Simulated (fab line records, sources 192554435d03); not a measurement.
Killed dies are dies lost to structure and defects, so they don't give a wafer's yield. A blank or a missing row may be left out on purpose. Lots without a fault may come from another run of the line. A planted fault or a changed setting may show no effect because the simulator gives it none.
Which tool did it? | flow n5_finfet | 14 lots, 42 wafers sampled, at 4 steps of a route of 1938

WHAT THE GAUGES READ, wafer by wafer
N5_WELL_APT_INSPECT_38: inspects for defects (darkfield). Usual: raw_defect_count 13, standard deviation 5.
lot  | measured    | on                | raw_defect_count | flag
L974 | day 1 16:28 | defect_inspect-01 | 9 12 7           |
L976 | day 2 04:34 | defect_inspect-01 | 9 12 8           |
L977 | day 2 10:56 | defect_inspect-01 | 9 13 15          |
L979 | day 2 23:02 | defect_inspect-01 | 18 13 15         |
L980 | day 3 04:52 | defect_inspect-02 | 11 13 11         |
L981 | day 3 10:46 | defect_inspect-01 | 12 21 15         |
L983 | day 3 22:52 | defect_inspect-01 | 10 13 8          |
L984 | day 4 04:58 | defect_inspect-02 | 11 12 11         |
L985 | day 4 11:14 | defect_inspect-01 | 17 14 12         |
L989 | day 5 11:01 | defect_inspect-02 | 16 16 13         |
L991 | day 5 22:43 | defect_inspect-01 | 7 12 14          |
L992 | day 6 05:19 | defect_inspect-02 | 18 6 11          |
L996 | day 7 04:40 | defect_inspect-01 | 23 11 14         |
L997 | day 7 10:55 | defect_inspect-02 | 11 9 17          |

N5_FIN_SAQP_OVL_MEAS_17. Usual: FIN_CORE_OVL -0.3 nm, standard deviation 0.95.
lot  | measured    | on         | FIN_CORE_OVL (nm) | flag
L974 | day 1 21:05 | overlay-02 | 1.5 1.2 0.0       |
L976 | day 2 10:20 | overlay-01 | -1.4 1.0 -0.6     |
L977 | day 2 15:39 | overlay-01 | -1.5 -0.4 0.4     |
L979 | day 3 03:41 | overlay-02 | 0.0 -1.8 0.0      |
L980 | day 3 09:41 | overlay-01 | -1.4 -1.4 -0.1    |
L981 | day 3 17:04 | overlay-01 | 1.3 -0.2 0.6      |
L983 | day 4 03:43 | overlay-01 | 0.4 -0.1 -0.2     |
L984 | day 4 09:43 | overlay-01 | -1.4 1.2 -1.8     |
L985 | day 4 17:08 | overlay-01 | 0.1 0.6 1.9       |
L989 | day 5 16:31 | overlay-02 | -2.6 -1.0 -0.6    |
L991 | day 6 03:28 | overlay-01 | - - -             | OFF
L992 | day 6 10:28 | overlay-02 | - - -             | OFF
L996 | day 7 09:51 | overlay-02 | 0.0 0.5 -0.7      |
L997 | day 7 16:27 | overlay-02 | -1.3 -0.2 0.0     |

WHICH TOOL RAN EACH LOT (tool, then ch and the chambers of the sampled wafers, then the start)
lot  | N5_PMOS_HMC_CHANNEL_EPI_DESCUM_14 | N5_FIN_SAQP_DEVELOP_15
L974 | rie_diel-03 ch 1,2,3, day 1 17:00 | litho_track-05 ch 0, day 1 21:00
L976 | rie_diel-03 ch 0,2,3, day 2 05:06 | litho_track-05 ch 0, day 2 10:14
L977 | rie_diel-06 ch 0,2,3, day 2 11:33 | litho_track-05 ch 0, day 2 15:33
L979 | rie_diel-06 ch 0,1, day 2 23:26   | litho_track-02 ch 0, day 3 03:35
L980 | rie_diel-05 ch 0,1,3, day 3 05:25 | litho_track-01 ch 0, day 3 09:35
L981 | rie_diel-06 ch 1,2, day 3 11:19   | litho_track-02 ch 0, day 3 16:58
L983 | rie_diel-03 ch 1,2, day 3 23:26   | litho_track-05 ch 0, day 4 03:37
L984 | rie_diel-06 ch 0,1,3, day 4 05:44 | litho_track-05 ch 0, day 4 09:37
L985 | rie_diel-06 ch 0,1,2, day 4 11:46 | litho_track-01 ch 0, day 4 17:02
L989 | rie_diel-03 ch 1,2, day 5 11:35   | litho_track-05 ch 0, day 5 16:25
L991 | rie_diel-05 ch 1,3, day 5 23:14   | litho_track-01, day 6 03:22
L992 | rie_diel-06 ch 1,2,3, day 6 06:17 | litho_track-01, day 6 10:22
L996 | rie_diel-06 ch 1,2,3, day 7 05:12 | litho_track-01 ch 0, day 7 09:45
L997 | rie_diel-05 ch 1,2, day 7 11:27   | litho_track-02 ch 0, day 7 16:21
- N5_PMOS_HMC_CHANNEL_EPI_DESCUM_14: chemistry O2, time 7.9 s.
- N5_FIN_SAQP_DEVELOP_15: develop time 30 s.

WHAT THE TOOLS THEMSELVES READ (means of the sampled wafers that have a number; where no wafer has one, the mark that the record gives instead)
N5_PMOS_HMC_CHANNEL_EPI_DESCUM_14. Usual: drypump_motor_current_A 5.5 A, standard deviation 0.49; oes_product_au 0.79 a.u., standard deviation 0.082; rf_vpp_V 243.2 V, standard deviation 1.2; showerhead_plenum_p_Torr 2.09 Torr, standard deviation 0.065; temp_c 39.99 C, standard deviation 0.11; throttle_valve_pct 20.44 %, standard deviation 0.22.
lot  | tool        | drypump_motor_current_A (A) | oes_product_au (a.u.) | rf_vpp_V (V) | showerhead_plenum_p_Torr (Torr) | temp_c (C) | throttle_valve_pct (%) | flag
L974 | rie_diel-03 | 5.0                         | 0.79                  | 243.7        | 2.12                            | 40.02      | 20.24                  |
L976 | rie_diel-03 | 5.1                         | 0.78                  | 244.4        | 2.12                            | 39.96      | 20.25                  |
L977 | rie_diel-06 | 6.0                         | 0.76                  | 242.7        | 2.07                            | 39.95      | 20.60                  |
L979 | rie_diel-06 | 5.5                         | 0.84                  | 242.6        | 2.06                            | 39.96      | 20.54                  |
L980 | rie_diel-05 | 5.4                         | 0.77                  | 242.9        | 2.09                            | 39.95      | 20.38                  |
L981 | rie_diel-06 | 5.4                         | 0.89                  | 242.5        | 2.10                            | 40.10      | 20.53                  |
L983 | rie_diel-03 | 4.9                         | 0.71                  | 242.6        | 2.10                            | 40.04      | 20.26                  |
L984 | rie_diel-06 | 5.9                         | 0.90                  | 243.4        | 2.10                            | 40.01      | 20.38                  |
L985 | rie_diel-06 | 5.5                         | 0.83                  | 242.9        | 2.06                            | 39.83      | 20.60                  |
L989 | rie_diel-03 | 4.9                         | 0.70                  | 242.2        | 2.09                            | 39.95      | 20.28                  |
L991 | rie_diel-05 | 5.5                         | 0.74                  | 243.3        | 2.12                            | 39.96      | 20.49                  |
L992 | rie_diel-06 | 5.9                         | 0.86                  | 243.2        | 2.09                            | 40.00      | 20.44                  |
L996 | rie_diel-06 | 6.0                         | 0.85                  | 242.7        | 2.09                            | 40.02      | 20.46                  |
L997 | rie_diel-05 | 5.9                         | 0.69                  | 242.0        | 2.03                            | 40.06      | 20.73                  |

N5_FIN_SAQP_DEVELOP_15. Usual: chill_plate_temp_C 23.01 C, standard deviation 0.11.
lot  | tool           | chill_plate_temp_C (C) | flag
L974 | litho_track-05 | 23.07                  |
L976 | litho_track-05 | 23.05                  |
L977 | litho_track-05 | 23.08                  |
L979 | litho_track-02 | 23.19                  |
L980 | litho_track-01 | 22.94                  |
L981 | litho_track-02 | 22.95                  |
L983 | litho_track-05 | 22.88                  |
L984 | litho_track-05 | 23.15                  |
L985 | litho_track-01 | 23.05                  |
L989 | litho_track-05 | 22.93                  |
L991 | litho_track-01 | -                      | OFF
L992 | litho_track-01 | -                      | OFF
L996 | litho_track-01 | 23.08                  |
L997 | litho_track-02 | 22.98                  |

THE ANSWER, worked out from the rows above alone
Rule: a lot is off if the mean of its wafers that have a number lies more than 3 standard deviations from the usual mean. A lot without any number at a reading at which 4 lots or more have one is off too. The other lots that the step has rows for count as sound. The gauges are gone through in route order, then the tools' own readings, and for those a lot's mean is taken as printed above. The first step at which some lot is off is used, and at that step the reading that is off furthest; a lot without a number counts as furthest.
Off: L991, L992, at N5_FIN_SAQP_OVL_MEAS_17 (FIN_CORE_OVL). Without a number there: L991, L992.
A tool fits if, at a process step before that reading, it ran every lot that is off, and no sound lot after the first of them. The gauges at N5_FIN_SAQP_OVL_MEAS_17 aren't tried: what is off there is off at N5_FIN_SAQP_DEVELOP_15 too, on other tools, and a gauge's error can't cause that. None of those tried fits.

WHAT THE SIMULATOR HAD PUT IN
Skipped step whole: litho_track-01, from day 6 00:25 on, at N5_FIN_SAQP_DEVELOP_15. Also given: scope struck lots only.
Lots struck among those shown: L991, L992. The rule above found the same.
